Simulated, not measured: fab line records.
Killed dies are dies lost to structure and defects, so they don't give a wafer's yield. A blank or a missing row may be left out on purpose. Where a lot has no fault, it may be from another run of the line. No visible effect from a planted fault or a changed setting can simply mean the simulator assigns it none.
fab line records	flow n5_finfet
record lots=9	wafers=27	last_day=18
route steps=1938 shown HKMG_FIN@403 BEOL_M4@1111 PASSIVATION@1936
lots with no fault: from the same line, run without faults
start_h: the number of hours between the record's first day and the start of the first shown wafer of the lot	wait_h: time in hours since the lot's previous step	" unchanged from the row above	L1.1+2: a row that stands for several wafers	- value missing, or start not given	* or withheld: withheld	< > ~ a bound
route shown NAME@n: NAME is a module with steps in the file, n the number in the route of the first one	usual: average and standard deviation across the fault-free wafers	same: alike in all rows	chamber/n: place in a boat	sites: the reading at each site	_std_site: their standard deviation	_edge_site: mean of outer sites minus mean of inner sites	radius_mm: how far each site lies from the wafer's centre	mask NAME#n: copy n	behind: the last tool/chamber to shape the wafer	hold: reason for holding the lot/hours on hold/outcome of the hold	device: the transistor (n, p or np) that didn't switch	end of line: tests run on the same wafers once the route is complete	where a step has no rows: the recipe by itself	killed: the dies lost at the first sort to structure and to defects; this is not the yield of the wafer	map: a wafer's dies, marking killed ones x, the rest . and places with no die _
set.NAME: setting as actually run; set.NAME@STEP: the setting as run at that earlier step	model.NAME: the simulator's own value behind a step, which no gauge read
one table for each step of the route and one row for each wafer, over a sample of lots
services: when a tool's chamber went out of use (start_h, in hours from the record's first day, below 0 if earlier), for how many hours, and the reason
## steps
# step N5_HKMG_FIN_ETCH_55
# recipe chemistry=N2/H2	target=SOC	target_depth_a=2400	temp_c=40	time_s=300	ion_energy_ev=200	mask_material=SiARC	pressure_mtorr=30	source_w=840	bias_w=150	n2_flow_sccm=200	h2_flow_sccm=200
# usual drypump_motor_current_A=5.8/0.35	oes_product_au=0.81/0.1	rf_vpp_V=524.2/2.4	showerhead_plenum_p_Torr=2.54/0.085	throttle_valve_pct=17.84/0.29
lot.wafer	tool	chamber	start_h	wait_h	drypump_motor_current_A	oes_product_au	rf_hours_counter_h	rf_vpp_V	showerhead_plenum_p_Torr	throttle_valve_pct
L200.1	rie_diel-01	2	70.54	0.0	6.2	0.70	229	525.3	2.60	17.96
L200.3	"	3	"	"	5.1	0.68	223	520.7	2.40	17.98
L200.5	"	0	"	"	6.2	0.86	-	524.6	2.56	17.75
L203.1	rie_diel-01	1	95.17	0.0	5.9	0.83	72	527.7	2.67	17.57
L203.3	"	2	"	"	6.2	0.69	236	526.4	2.60	18.00
L203.5	"	0	"	"	6.2	0.85	-	524.6	2.55	17.76
L209.2	rie_diel-01	3	129.96	0.0	5.1	0.66	241	519.9	2.39	18.00
L209.4	"	0	"	"	6.2	0.83	98	524.2	2.55	17.77
L209.5	"	2	"	"	6.2	0.68	-	525.5	2.59	18.01
L210.1	rie_diel-03	0	132.75	0.0	5.5	0.73	173	529.0	2.63	18.18
L210.3	"	3	"	"	5.6	0.90	44	525.1	2.59	17.64
L210.4	"	1	"	"	5.4	0.74	194	520.2	2.39	17.83
L212.1	rie_diel-01	1	152.75	0.0	5.9	0.80	95	526.4	2.66	17.60
L212.2	"	0	"	"	6.2	0.82	110	523.0	2.54	17.79
L212.5	"	3	"	"	5.1	0.65	-	521.4	2.39	18.04
L215.2	rie_diel-05	2	166.19	0.0	5.9	0.95	18	523.5	2.51	18.30
L215.4	"	0	"	"	5.8	0.74	182	523.4	2.52	17.83
L215.6	"	0	"	"	5.8	0.74	-	523.4	2.52	17.82
L220.4	rie_diel-05	0	197.22	0.0	5.8	0.75	187	523.2	2.52	17.82
L220.5	"	2	"	"	5.8	0.96	-	523.0	2.51	18.31
L220.6	"	3	"	"	5.3	0.97	-	521.8	2.48	17.97
L221.1	rie_diel-01	0	198.07	0.0	6.2	0.80	135	522.9	2.53	17.83
L221.5	"	2	"	"	6.2	0.96	-	525.1	2.58	17.71
L221.6	"	3	"	"	5.1	0.95	-	528.2	2.71	17.55
L223.1	rie_diel-03	1	213.28	0.0	5.4	0.71	228	519.7	2.37	17.89
L223.4	"	0	"	"	5.6	0.71	208	525.8	2.61	18.23
L223.5	"	2	"	"	5.7	0.74	-	521.2	2.43	17.96
# step N5_HKMG_FIN_CVD_62
# recipe material=a-Si	target_thk_a=30	temp_c=500	precursor=Si2H6	pressure_torr=1	time_s=20.8
# usual heater_power_outer_w=984/56	heater_power_w=1470/100
lot.wafer	tool	chamber	start_h	wait_h	heater_power_outer_w	heater_power_w
L200.1	thermal_cvd_si-02	2	72.18	0.2	1008	1523
L200.3	"	0	"	"	941	1280
L200.5	"	0	"	"	963	1301
L203.1	thermal_cvd_si-01	1	96.81	0.2	1047	1519
L203.3	"	0	"	"	861	1424
L203.5	"	2	"	"	1011	1495
L209.2	thermal_cvd_si-01	2	131.60	0.2	1014	1458
L209.4	"	0	"	"	902	1446
L209.5	"	2	"	"	1018	1453
L210.1	thermal_cvd_si-02	0	134.38	0.2	959	1283
L210.3	"	2	"	"	980	1491
L210.4	"	0	"	"	941	1297
L212.1	thermal_cvd_si-02	0	154.39	0.2	954	1273
L212.2	"	2	"	"	1011	1515
L212.5	"	0	"	"	952	1291
L215.2	thermal_cvd_si-02	2	167.83	0.2	1010	1474
L215.4	"	0	"	"	947	1307
L215.6	"	2	"	"	1021	1531
L220.4	thermal_cvd_si-01	0	198.91	0.2	853	1415
L220.5	"	2	"	"	1003	1476
L220.6	"	1	"	"	1047	1556
L221.1	thermal_cvd_si-02	1	199.71	0.2	1034	1629
L221.5	"	0	"	"	953	1305
L221.6	"	1	"	"	1039	1583
L223.1	thermal_cvd_si-02	1	214.93	0.2	1029	1608
L223.4	"	1	"	"	1010	1591
L223.5	"	1	"	"	1026	1569
# step N5_HKMG_FIN_PWFM_ALD_03
# recipe material=TiN	target_thk_a=20	temp_c=400	ald_precursor_family=TiCl4	ald_co_reactant=NH3	pulse_time_s=1	purge_time_s=3	co_reactant_purge_time_s=2	co_reactant_pulse_time_s=2	ald_cycles=91	pressure_torr=3
# usual ald_cycles=91/0	heater_power_outer_w=583/49	heater_power_w=909/77	precursor_pulse_height_rel=0.997/0.021
lot.wafer	tool	chamber	start_h	wait_h	ald_cycles	heater_power_outer_w	heater_power_w	precursor_pulse_height_rel
L200.1	ald_metal-04	3	72.89	0.0	91	526	840	0.968
L200.3	"	1	"	"	91	555	855	0.971
L200.5	"	0	"	"	91	576	884	1.001
L203.1	ald_metal-03	1	97.52	0.0	91	627	1039	0.972
L203.3	"	0	"	"	91	529	814	0.965
L203.5	"	0	"	"	91	532	779	1.002
L209.2	ald_metal-03	2	132.43	0.0	91	648	995	1.026
L209.4	"	2	"	"	83	657	999	0.968
L209.5	"	3	"	"	83	587	888	0.984
L210.1	ald_metal-03	2	135.10	0.0	91	656	998	0.981
L210.3	"	3	"	"	91	584	886	1.007
L210.4	"	3	"	"	83	571	872	1.013
L212.1	ald_metal-03	0	155.10	0.0	91	541	796	0.986
L212.2	"	3	"	"	91	567	901	1.004
L212.5	"	2	"	"	83	662	1011	1.016
L215.2	ald_metal-04	3	168.55	0.0	91	525	813	1.021
L215.4	"	2	"	"	91	637	1005	1.030
L215.6	"	2	"	"	91	640	1004	0.990
L220.4	ald_metal-04	0	199.57	0.0	91	585	870	0.957
L220.5	"	3	"	"	91	514	842	0.993
L220.6	"	2	"	"	91	636	1005	1.009
L221.1	ald_metal-04	0	200.56	0.0	91	596	870	1.003
L221.5	"	0	"	"	91	578	886	0.984
L221.6	"	1	"	"	91	565	879	0.997
L223.1	ald_metal-03	1	215.69	0.0	91	626	1023	0.991
L223.4	"	2	"	"	91	635	982	1.030
L223.5	"	2	"	"	91	635	1015	0.988
# step N5_HKMG_FIN_ETCH_31
# recipe chemistry=CF4	target=SiARC	target_depth_a=455	mask_material=CAR-ArF	time_s=75.8	ion_energy_ev=80	pressure_mtorr=40	source_w=545	bias_w=36	Ar_flow_sccm=100	cf4_flow_sccm=100	ends=cleared
# usual drypump_motor_current_A=5.7/0.3	etch_rf_on_time_s=73.7/2.2	oes_product_au=0.70/0.082	rf_vpp_V=183.9/1.3	showerhead_plenum_p_Torr=2.15/0.068	throttle_valve_pct=15.66/0.22
lot.wafer	tool	chamber	start_h	wait_h	drypump_motor_current_A	etch_rf_on_time_s	oes_product_au	rf_hours_counter_h	rf_vpp_V	showerhead_plenum_p_Torr	throttle_valve_pct
L200.1	rie_diel-03	2	73.85	0.0	5.7	74.9	0.66	136	182.4	2.07	15.59
L200.3	"	3	"	"	5.6	71.3	0.79	25	183.9	2.19	15.39
L200.5	"	2	"	"	5.7	74.4	0.66	-	183.5	2.07	15.57
L203.1	rie_diel-03	3	98.48	0.0	5.6	70.0	0.79	32	183.2	2.19	15.40
L203.3	"	0	"	"	5.5	72.4	0.64	162	184.9	2.21	15.97
L203.5	"	3	"	"	5.6	70.7	0.78	-	184.0	2.19	15.43
L209.2	rie_diel-01	1	133.32	0.0	5.9	77.4	0.70	85	183.1	2.23	15.33
L209.4	"	0	"	"	6.2	73.0	0.71	99	183.6	2.18	15.76
L209.5	"	0	"	"	6.2	73.4	0.71	-	185.8	2.18	15.74
L210.1	rie_diel-01	3	136.06	0.0	5.1	75.7	0.57	244	182.2	2.02	15.80
L210.3	"	1	"	"	5.9	76.8	0.69	86	184.9	2.23	15.37
L210.4	"	1	"	"	5.9	77.1	0.69	-	185.2	2.23	15.34
L212.1	rie_diel-01	0	156.72	0.0	6.2	73.0	0.70	112	183.4	2.17	15.80
L212.2	"	1	"	"	5.9	78.1	0.67	98	185.5	2.23	15.37
L212.5	"	1	"	"	5.9	78.0	0.67	-	185.9	2.23	15.38
L215.2	rie_diel-03	0	169.38	0.0	5.6	73.3	0.61	192	185.1	2.20	16.02
L215.4	"	1	"	"	5.4	73.5	0.61	212	182.7	2.04	15.89
L215.6	"	0	"	"	5.6	73.3	0.61	-	184.8	2.20	16.02
L220.4	rie_diel-03	0	200.53	0.0	5.6	74.0	0.61	204	186.7	2.20	16.04
L220.5	"	0	"	"	5.6	74.2	0.60	-	183.5	2.20	16.04
L220.6	"	1	"	"	5.4	73.0	0.61	-	180.7	2.04	15.93
L221.1	rie_diel-05	3	201.69	0.0	5.3	70.9	0.81	14	182.4	2.10	15.75
L221.5	"	2	"	"	5.9	70.3	0.82	-	184.2	2.11	15.84
L221.6	"	1	"	"	5.8	73.9	0.75	-	184.2	2.20	15.40
L223.1	rie_diel-01	1	216.65	0.0	6.0	78.8	0.65	123	185.4	2.22	15.42
L223.4	"	2	"	"	6.2	73.7	0.79	30	184.0	2.19	15.60
L223.5	"	2	"	"	6.2	73.4	0.80	-	183.8	2.19	15.57
# step N5_BEOL_M4_RC_MEAS_101
# usual DIBL_N=35.4/2.1	DIBL_P=34.8/2.6	IOFF_N=0.15/0.037	IOFF_P=0.19/0.037	ION_N=677/16	ION_P=462/9.3	SS_N=71.4/0.75	SS_P=72.9/0.77	VT_N=250/3.7	VT_P=-251/3.5
lot.wafer	tool	chamber	start_h	wait_h	DIBL_N[mV/V]	DIBL_P[mV/V]	IOFF_N[nA/um]	IOFF_P[nA/um]	ION_N[uA/um]	ION_P[uA/um]	SS_N[mV/dec]	SS_P[mV/dec]	VT_N[mV]	VT_P[mV]
L200.1	prober-01	0	183.49	0.0	35.6	34.3	0.13	0.14	654	441	71.5	72.4	255	-257
L200.3	"	0	"	"	39.3	38.9	0.22	0.20	684	455	73.0	73.8	247	-256
L200.5	"	0	"	"	37.9	37.1	0.19	0.18	686	455	72.5	73.3	249	-254
L203.1	prober-02	0	198.45	0.2	34.7	35.4	0.15	0.18	697	463	70.7	72.6	249	-256
L203.3	"	0	"	"	31.1	31.0	0.09	0.13	665	461	70.3	71.1	256	-256
L203.5	"	0	"	"	35.3	35.7	0.14	0.19	679	464	71.1	72.5	249	-252
L209.2	prober-01	0	230.56	0.2	34.5	34.6	0.13	0.17	684	464	71.4	72.2	252	-252
L209.4	"	0	"	"	36.8	37.8	0.15	0.15	669	442	71.6	73.7	251	-262
L209.5	"	0	"	"	36.8	36.9	0.16	0.15	668	447	71.8	73.4	249	-259
L210.1	prober-01	0	231.34	0.7	36.0	34.6	0.13	0.21	649	450	71.0	73.0	250	-251
L210.3	"	0	"	"	36.2	34.6	0.15	0.20	677	466	71.3	73.2	246	-252
L210.4	"	0	"	"	37.3	35.1	0.15	0.15	661	440	71.3	72.4	249	-258
L212.1	prober-02	0	258.33	0.0	33.6	33.6	0.15	0.20	688	480	70.6	72.4	246	-248
L212.2	"	0	"	"	35.7	36.7	0.18	0.24	682	469	71.7	72.5	248	-248
L212.5	"	0	"	"	34.1	34.6	0.16	0.17	700	468	71.4	72.1	246	-257
L215.2	prober-02	0	260.80	0.2	38.6	39.2	0.20	0.24	681	474	72.1	73.5	248	-249
L215.4	"	0	"	"	33.9	33.0	0.12	0.15	668	460	71.0	72.4	252	-255
L215.6	"	0	"	"	39.1	38.8	0.18	0.23	672	464	71.7	73.8	251	-251
L220.4	prober-01	0	303.34	0.5	35.9	34.1	0.13	0.15	656	449	71.6	72.8	255	-254
L220.5	"	0	"	"	39.2	39.1	0.20	0.22	709	469	72.2	74.6	245	-253
L220.6	"	0	"	"	35.8	33.8	0.13	0.14	668	445	71.5	73.2	254	-261
L221.1	prober-01	0	303.81	0.3	40.6	40.7	0.28	0.31	709	480	73.2	74.6	241	-246
L221.5	"	0	"	"	38.2	37.9	0.23	0.25	708	479	72.2	73.6	244	-245
L221.6	"	0	"	"	36.6	36.7	0.18	0.22	702	478	72.0	73.9	246	-247
L223.1	prober-02	0	326.03	0.0	38.0	40.0	0.22	0.26	710	477	72.6	73.7	242	-247
L223.4	"	0	"	"	36.1	37.1	0.18	0.23	701	476	71.7	73.3	247	-250
L223.5	"	0	"	"	36.0	36.9	0.17	0.21	689	467	71.4	73.6	246	-250
# step N5_PASSIVATION_PROBE_49
# usual defect_limited_yield=90.5/1.7	killed_at_M0_to_M3=37/12	killed_at_M4_up=14/5.2	killed_at_contacts=12/5.9	killed_at_front_end=45/14	killed_at_other=3.5/2.8	killed_dies=112/21	killed_open=73/15	killed_short=36/8.9	sort_bin_4_leakage=0.00/0.007	sort_bin_5_function=5.6/1.2	sort_bin_6_memory=3.5/0.68	sort_bin_8_speed=0.01/0.1	sort_n_pass=1068/21	sort_yield_pct=90.5/1.8
# same gross_dies=1180	killed_at_back_side=0
lot.wafer	tool	chamber	start_h	wait_h	defect_limited_yield[%]	killed_at_M0_to_M3	killed_at_M4_up	killed_at_contacts	killed_at_front_end	killed_at_other	killed_dies	killed_open	killed_short	sort_bin_4_leakage[%]	sort_bin_5_function[%]	sort_bin_6_memory[%]	sort_bin_8_speed[%]	sort_n_pass	sort_yield_pct[%]
L210.4	prober-01	-	343.15	0.2	90.8	45	8	4	47	4	108	74	33	0	5.1	3.5	0.17	1070	90.7
# killed by level:class
L210.4 BEOL_M0_SAQP:geometric_particle:open=15 BEOL_M0_SAQP:geometric_particle:short=11 FIN_SAQP:geometric_particle:open=10 DUMMY_GATE:geometric_particle:open=9 STI_FIN_REVEAL:geometric_particle:open=8 BEOL_M1:geometric_particle:open=8 FIN_SAQP:geometric_particle:short=6 STARTING-WAFER:geometric_particle:short=5
## services
tool	chamber	start_h	hours	kind
rie_diel-03	1	52.70	4.1	repair
rie_diel-03	2	60.98	1.8	repair
ald_metal-03	-	68.37	2.9	repair
thermal_cvd_si-01	0	75.52	8.1	repair
rie_diel-01	-	87.14	1.0	repair
thermal_cvd_si-02	-	121.03	0.7	repair
ald_metal-04	0	122.42	2.0	repair
ald_metal-03	0	127.05	11.6	repair
rie_diel-01	2	134.57	-	clean
rie_diel-01	2	134.57	-	consumable_replace:esc
rie_diel-01	2	134.57	-	consumable_replace:focus_ring
rie_diel-01	2	134.57	18.7	scheduled_down
rie_diel-01	2	134.57	18.7	vent_cycle
ald_metal-04	0	138.99	24.5	repair
ald_metal-04	3	140.65	11.8	repair
rie_diel-01	-	141.22	1.0	repair
rie_diel-05	-	143.37	14.6	pm
rie_diel-03	3	149.91	2.5	repair
rie_diel-01	3	153.44	-	clean
thermal_cvd_si-02	-	162.38	2.8	pm
rie_diel-05	-	180.40	15.6	pm
thermal_cvd_si-02	2	194.43	117.3	repair
ald_metal-04	-	202.39	0.8	repair
ald_metal-04	-	207.84	2.8	pm
## key
first_sign step=N5_HKMG_FIN_PWFM_ALD_03	reading=ald_cycles	direction=down	sigmas=99+	usual=*	struck=*
effect step=N5_BEOL_M4_RC_MEAS_101	reading=VT_P	direction=down	sigmas=2.2	usual=-251	struck=-259
met_at N5_HKMG_FIN_PWFM_ALD_03
struck_lots L209,L210,L212
struck_wafers L209.4,L209.5,L210.4,L212.5
not_acting_at N5_HKMG_FIN_ETCH_55,N5_HKMG_FIN_CVD_62,N5_HKMG_FIN_ETCH_31
onset_between 97.52 132.43
fault kind=process_parameter_drift	tool=ald_metal-03	chamber=-	onset_h=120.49	steps=N5_HKMG_FIN_PWFM_ALD_03	channel=ald_cycles	offset=*	shape=step	end_h=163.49	scope=struck_wafers_only	acts_in=*	stated=*
